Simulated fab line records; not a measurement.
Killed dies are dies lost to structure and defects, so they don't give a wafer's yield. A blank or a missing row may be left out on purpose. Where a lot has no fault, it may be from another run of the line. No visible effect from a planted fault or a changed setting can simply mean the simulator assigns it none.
Chamber matching ; flow n5Finfet ; N5_BEOL_M6_ETCH_72 on rieDiel-06 has 4 sister chambers
The step etches underlayer in N2/H2, target depth 6.5 nm, time 5.2 s. 4 wafers are shown with their chamber, then 9 later ones without.

EACH WAFER AND ITS CHAMBER
wafer;chamber;drypumpMotorCurrentA (A)
L085.2;3;6.0
L085.3;2;4.9
L091.1;1;5.7
L091.5;0;5.7

WAFERS WITHOUT THEIR CHAMBER
wafer;drypumpMotorCurrentA (A)
L092.2;5.8
L092.4;6.0
L092.6;4.9
L094.1;6.0
L094.2;5.7
L094.4;5.7
L095.4;4.9
L095.5;6.0
L095.6;5.8

EACH ONE'S CHAMBER
wafer;from the rows above;in truth
L092.2;can't be placed: 0 or 1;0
L092.4;3;3
L092.6;2;2
L094.1;3;3
L094.2;can't be placed: 0 or 1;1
L094.4;can't be placed: 0 or 1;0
L095.4;2;2
L095.5;3;3
L095.6;can't be placed: 0 or 1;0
5 of 9 placed correctly. Cannot be placed on the basis of these rows: 4; the candidates contain the true chamber in 4. Placed wrongly: 0.
How it was worked out, from the rows above alone: a wafer's distance from a chamber is the root of the sum, over the readings, of the square of ((its reading less the chamber's mean) divided by the reading's scatter). The wafer belongs to the nearest chamber; if the next one is less than 2 further off, it can't be placed. The mean given for a chamber averages the wafers shown for that chamber. The scatter: with one shown wafer a chamber, the root of the mean of the squares of how far each hidden wafer lies from its nearest shown one.
